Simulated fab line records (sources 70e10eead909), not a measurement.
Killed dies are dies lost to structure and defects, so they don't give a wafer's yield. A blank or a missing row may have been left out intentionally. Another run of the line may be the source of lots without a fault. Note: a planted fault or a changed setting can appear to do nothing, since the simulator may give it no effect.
Chamber matching	flow nand harc	NHARC_A_CHANNEL_FILL_D1_ALD_14 on ald hk-04 has 4 sister chambers
The step deposits SiO2, target thk 2.5 nm, pulse time 10 s, ald cycles 25. 4 wafers are shown with their chamber, then 7 later ones without.

== EACH WAFER AND ITS CHAMBER ==
wafer	chamber	heater power w (W)
L520.1	1	413
L525.4	2	490
L526.1	0	483
L526.2	3	489

== WAFERS WITHOUT THEIR CHAMBER ==
wafer	heater power w (W)
L526.5	478
L529.1	486
L529.4	490
L529.6	488
L530.1	420
L530.3	475
L530.5	415

== WHICH CHAMBER EACH ONE RAN IN ==
wafer	from the rows above	in truth
L526.5	can't be placed: 0 or 3 or 2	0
L529.1	can't be placed: 0 or 3 or 2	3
L529.4	can't be placed: 2 or 3 or 0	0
L529.6	can't be placed: 3 or 2 or 0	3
L530.1	1	1
L530.3	can't be placed: 0 or 3 or 2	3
L530.5	1	1
Correct placement for 2 of the 7. From these rows, 5 cannot be placed; in 5 the true chamber is one of the candidates. 0 placed wrongly.
How it was worked out, from the rows above alone: a wafer's distance from a chamber is the root of the sum, over the readings, of the square of ((its reading less the chamber's mean) divided by the reading's scatter). If the next closest chamber is less than 2 further off than the closest, the wafer can't be placed; otherwise it belongs to the closest. For every chamber, the mean is computed from those of its wafers that are shown. The scatter: with one shown wafer a chamber, the root of the mean of the squares of how far each hidden wafer lies from its nearest shown one.
